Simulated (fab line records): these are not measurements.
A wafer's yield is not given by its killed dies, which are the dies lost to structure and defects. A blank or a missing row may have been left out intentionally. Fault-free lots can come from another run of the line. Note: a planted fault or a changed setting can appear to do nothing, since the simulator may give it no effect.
A struck lot beside a sound one || flow n5-finfet || 25 out of 1938 route steps
Sound: these wafers, L503.2, L503.3, L503.4. Struck: wafers L500.4, L500.5, L500.6. The cause is named last.
Per side, at each step with rows, come the tool, then ch with its chambers, and then its first start. Under that, the readings that differ: sound wafers || struck wafers || difference of the means || sigmas: that difference in standard deviations of wafers without a fault.
alike: a reading whose means differ by less than 2 such deviations, as well as words and numbers matching on both sides. not compared: withheld readings; readings where some wafer has no value; bounds like >300 that might hide an equal value; numbers whose values overlap and for which the record gives no deviation.
The two part at a step that has a row with sigmas, a row that says differs or no value, or rows on one side only. When numbers do not overlap yet have no deviation, they are printed without sigmas and do not part them. A reading missing from all wafers of one side parts the sides only when that side holds two or more wafers.

first, 8 steps without rows for these wafers: N5_ILD0_FCVD_FILL_01 (material SiO2 flowable, target thk 200 nm, time 328.3 s); N5_ILD0_CURE_02 (time 1800 s); N5_ILD0_CMP_03 (polishes, stops on SiNx, t overpolish 1.9 s, target thk 197.38 nm); N5_ILD0_CMP_07 (polishes SiO2 flowable, stops on poly-Si, t overpolish 1.18 s, target thk 138.88 nm); N5_ILD0_PRECLEAN_10 (cleans in NF3:NH3, afs cycles 5, time 20 s, sublimation time 60 s); N5_ILD0_ALD_15 (deposits SiNx, target thk 24 nm, pulse time 1 s, ald cycles 480); N5_ILD0_CMP_12 (polishes SiNx, stops on poly-Si, t overpolish 6 s, target thk 17.67 nm); N5_SDB_HM_DEP_00 (deposits SiNx from SiH4/NH3/N2, target thk 40 nm, time 35.3 s).
N5_SDB_COAT_03: time 60 s, resist thk 100 nm.
  sound on litho-track-05 ch 0, day 8 10:52; struck on litho-track-01 ch 0, day 7 15:38
{"reading": "spin-speed-rpm (rpm)", "sound": "1499.4 1499.5 1500.6", "struck": "1375.7 1377.0 1378.3", "difference": -122.8, "sigmas": "-99 or more"}
{"reading": "model.SOC_of_SDB_COAT_03.thk-nm (nm)", "sound": "100.4 100.8 100.4", "struck": "104.6 104.4 104.4", "difference": "+3.9", "sigmas": ""}
then, 9 steps without rows for these wafers: N5_SDB_COAT_04 (time 60 s, resist thk 18 nm); N5_SDB_COAT_05 (resist thk 90 nm); N5_SDB_EBR_07; N5_SDB_SOFTBAKE_06 (time 60 s); N5_SDB_EXPOSE_08 (exposes mask SDB); N5_SDB_PEB_09 (peb time 60 s); N5_SDB_DEVELOP_10 (develop time 30 s); N5_SDB_DESCUM_16 (chemistry O2, time 7.9 s); N5_SDB_ETCH_17 (etches SiARC in CF4, target depth 23.4 nm, time 39 s).
N5_SDB_ETCH_18: etches SOC in N2/H2, target depth 100 nm, overetch 20 nm, time 150 s.
  sound on rie-diel-02 ch 0,2,3, day 8 11:23; struck on rie-diel-04 ch 0,1,3, day 7 16:14
{"reading": "model.etch.depth-nm (nm)", "sound": "100.3 100.8 100.5", "struck": "104.6 104.3 104.5", "difference": "+3.9", "sigmas": ""}
  alike: drypump-motor-current-A, oes-product-au, rf-fwd-power-W, rf-vpp-V, showerhead-plenum-p-Torr, throttle-valve-pct
  not compared: rf-hours-counter-h
then, 2 steps without rows for these wafers: N5_SDB_STRIP_19 (strips in N2/H2); N5_SDB_STRIP_21 (strips in CF4).
N5_SDB_HM_OPEN_20: chemistry CH3F/O2, target SiNx, stops on poly-Si, target depth 24 nm.
  sound on rie-diel-02 ch 0,2,3, day 8 11:32; struck on rie-diel-04 ch 0,1,3, day 7 16:21
{"reading": "model.SOC_of_SDB_COAT_03.thk-nm (nm)", "sound": "84.4 84.4 85", "struck": "88.6 88.6 88.6", "difference": "+4.0", "sigmas": ""}
  alike: drypump-motor-current-A, oes_ar_750_au, oes-product-au, rf-fwd-power-W, rf-vpp-V, showerhead-plenum-p-Torr, throttle-valve-pct
  not compared: rf-hours-counter-h
N5_SDB_STRIP_22: strips in N2/H2.
  sound on plasma-asher-02 ch 0,1, day 8 11:37; struck on plasma-asher-02 ch 0,1, day 7 16:26
{"reading": "strip-time-to-endpoint-s (s)", "sound": "96.6 96.6 97.1", "struck": "100.6 100.6 100.5", "difference": "+3.8", "sigmas": "+9"}
  alike: drypump-motor-current-A, heater-power-w, oes-product-au
  not compared: rf-hours-counter-h
then, 1 step without rows for these wafers: N5_SDB_PRECLEAN_23 (cleans in dHF, time 30 s).
-- the record jumps here: 4 days lie between the struck wafers' starts before and after (it left off in module SDB and takes up again in module BEOL_M4, whose first step shown is number 1111 of the route) --
N5_BEOL_M4_RC_MEAS_101:
  sound on prober-02 ch 0, day 12 21:59; struck on prober-01 ch 0, day 12 00:11
{"reading": "SS_N (mV/dec)", "sound": "71.0 70.4 71.2", "struck": "71.7 72.8 72.0", "difference": "+1.3", "sigmas": "+2"}
  alike: DIBL_N, DIBL_P, IOFF_N, IOFF_P, ION_N, ION_P, SS_P, VT_N, VT_P

== WHERE THEY PART ==
Last at N5_BEOL_M4_RC_MEAS_101 as far as this record goes, first at N5_SDB_COAT_03.

WHY: what had been put in by the simulator
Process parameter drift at N5_SDB_COAT_03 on litho-track-01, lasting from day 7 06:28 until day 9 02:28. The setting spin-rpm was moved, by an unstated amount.
